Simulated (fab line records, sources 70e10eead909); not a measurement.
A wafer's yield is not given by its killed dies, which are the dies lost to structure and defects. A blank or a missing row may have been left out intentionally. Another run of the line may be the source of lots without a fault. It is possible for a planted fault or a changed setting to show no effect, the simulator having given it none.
Struck lot and sound lot, side by side -- flow nand-harc -- 37 out of 1159 route steps
Sound: the wafers L834.1, L834.2, L834.3. Struck: wafer L852.5 (left out: L852.3, L852.4 of the same lot, which were not struck); the cause appears at the end.
Order at every step that has rows: each side's tool, ch and its chambers, its first start. Under that, the readings that differ: sound wafers -- struck wafers -- difference of the means -- sigmas: that difference in standard deviations of wafers without a fault.
alike: readings whose means differ by less than 2 such deviations, and words and numbers that are the same on both sides. not compared: withheld readings, readings that some wafer has no value for, bounds like >300 that may hide the same value, and numbers for which the record gives no deviation and whose values overlap.
The two part at a step that has a row with sigmas, a row that says differs or no value, or rows on one side only. Numbers that have no deviation but don't overlap get no sigmas and don't part them. A reading that every wafer of one side lacks parts them only if that side has two wafers or more.

first, 2 steps without rows for these wafers: NHARC_A_STAIRCASE_ALD_415 (deposits SiO2, target thk 30 nm, pulse time 6 s, ald cycles 300); NHARC_A_STAIRCASE_ETCHBACK_416 (etches the open film in C4F8/O2/Ar, target depth 36 nm, time 7.2 s).
NHARC_A_STAIRCASE_STRIP_476: strips in O2, time 20 s.
  sound on rie-diel-02 ch 0,1,3, day 13 01:49; struck on rie-diel-06 ch 2, day 17 02:28
reading,sound,struck,difference,sigmas
oes-product-au (a.u.),0.983 0.983 0.985,1.022,+0.038,+3
  alike: drypump-motor-current-A, rf-vpp-V, showerhead-plenum-p-Torr, throttle-valve-pct
  not compared: rf-hours-counter-h
then, 4 steps without rows for these wafers: NHARC_A_STAIRCASE_DEP_417 (deposits Si3N4, target thk 60 nm); NHARC_A_STAIRCASE_WET_418 (chemistry H3PO4, target depth 20 nm); NHARC_A_STAIRCASE_PRECLEAN_419 (cleans in SC1); NHARC_A_STAIRCASE_SRD_421.
NHARC_A_STAIRCASE_ALD_420: deposits SiO2, target thk 20 nm, pulse time 6 s, ald cycles 200.
  sound on ald-hk-02 ch 0,1,3, day 13 06:01; struck on ald-hk-04 ch 2, day 17 06:20
  alike: heater-power-w, precursor-pulse-height-rel
then, 3 steps without rows for these wafers: NHARC_A_STAIRCASE_CVD_552 (deposits SiNx, target thk 40 nm); NHARC_A_STAIRCASE_DEP_151 (deposits SiO2, target thk 3800 nm); NHARC_A_STAIRCASE_ANNEAL_320 (time 1800 s).
NHARC_A_STAIRCASE_DEP_322: deposits SiO2, target thk 3800 nm.
  sound on pecvd-01 ch 0,1,2, day 13 22:01; struck on pecvd-04 ch 0, day 17 22:08
  alike: heater-power-w
then, 1 step without rows for these wafers: NHARC_A_STAIRCASE_ANNEAL_323 (time 1800 s).
NHARC_A_STAIRCASE_DEP_325: deposits SiO2, target thk 3800 nm.
  sound on pecvd-04 ch 0,1,2, day 14 05:03; struck on pecvd-03 ch 1, day 18 10:44
reading,sound,struck,difference,sigmas
heater-power-w (W),802 703 815,573,-200,-3
then, 11 steps without rows for these wafers: NHARC_A_STAIRCASE_ANNEAL_326 (time 1800 s); NHARC_A_STAIRCASE_DEHYDRATE_433 (time 120 s); NHARC_A_STAIRCASE_HMDS_434 (time 30 s); NHARC_A_STAIRCASE_COAT_435; NHARC_A_STAIRCASE_SOFTBAKE_436 (time 170 s); NHARC_A_STAIRCASE_EBR_437; NHARC_A_STAIRCASE_EXPOSE_438 (exposes mask STAIR REV); NHARC_A_STAIRCASE_PEB_439 (peb time 130 s); NHARC_A_STAIRCASE_DEVELOP_440 (time 140 s); NHARC_A_STAIRCASE_HARDBAKE_442 (time 140 s); NHARC_A_STAIRCASE_DESCUM_443 (chemistry O2, time 3 s).
NHARC_A_STAIRCASE_ETCH_444: etches the open film in C4F8/O2, target depth 10200 nm, time 3400 s.
  sound on rie-diel-02 ch 0,1,2, day 14 15:38; struck on rie-diel-02 ch 0, day 18 22:09
  alike: bias-w, oes-product-au, rf-vpp-V
  not compared: rf-hours-counter-h
then, 4 steps without rows for these wafers: NHARC_A_STAIRCASE_STRIP_446 (strips in O2); NHARC_A_STAIRCASE_STRIP_447 (strips in SPM, time 900 s); NHARC_A_STAIRCASE_PRECLEAN_448 (cleans in SC1); NHARC_A_STAIRCASE_SRD_449.
NHARC_A_STAIRCASE_CMP_450: polishes SiO2, target thk 200 nm.
  sound on cmp-04 ch 0,1,3, day 14 18:53; struck on cmp-04 ch 0, day 19 01:40
  alike: motor-current-A
then, 5 steps without rows for these wafers: NHARC_A_STAIRCASE_CMP_152 (polishes); NHARC_A_STAIRCASE_SRD_154; NHARC_A_STAIRCASE_ETCH_403 (etches SiO2 in dHF, target depth 108.2 nm); NHARC_A_STAIRCASE_ETCHBACK_422 (etches the open film in CH3F/O2, target depth 40 nm, time 74.286 s); NHARC_A_STAIRCASE_ETCH_423 (etches SiO2 in dHF, target depth 30 nm).
-- break in the record here, with 6 days between the starts of the struck wafers on either side (left off in module A_STAIRCASE, picked up again in module END, where the first step shown is number 1159 on the route) --
NHARC_END_SORT_01:
  sound on prober-01 ch 0, day 21 08:10; struck on prober-02 ch 0, day 24 14:08
reading,sound,struck,difference,sigmas
killed-at-array,29 22 37,673,+644,+64
killed-dies,34 29 48,677,+640,+64
  alike: killed-at-other, killed-at-periphery, killed-open, killed-short

## WHERE THEY PART
First at NHARC_A_STAIRCASE_STRIP_476; last, within this record, at NHARC_END_SORT_01.

WHY: what had been put in by the simulator
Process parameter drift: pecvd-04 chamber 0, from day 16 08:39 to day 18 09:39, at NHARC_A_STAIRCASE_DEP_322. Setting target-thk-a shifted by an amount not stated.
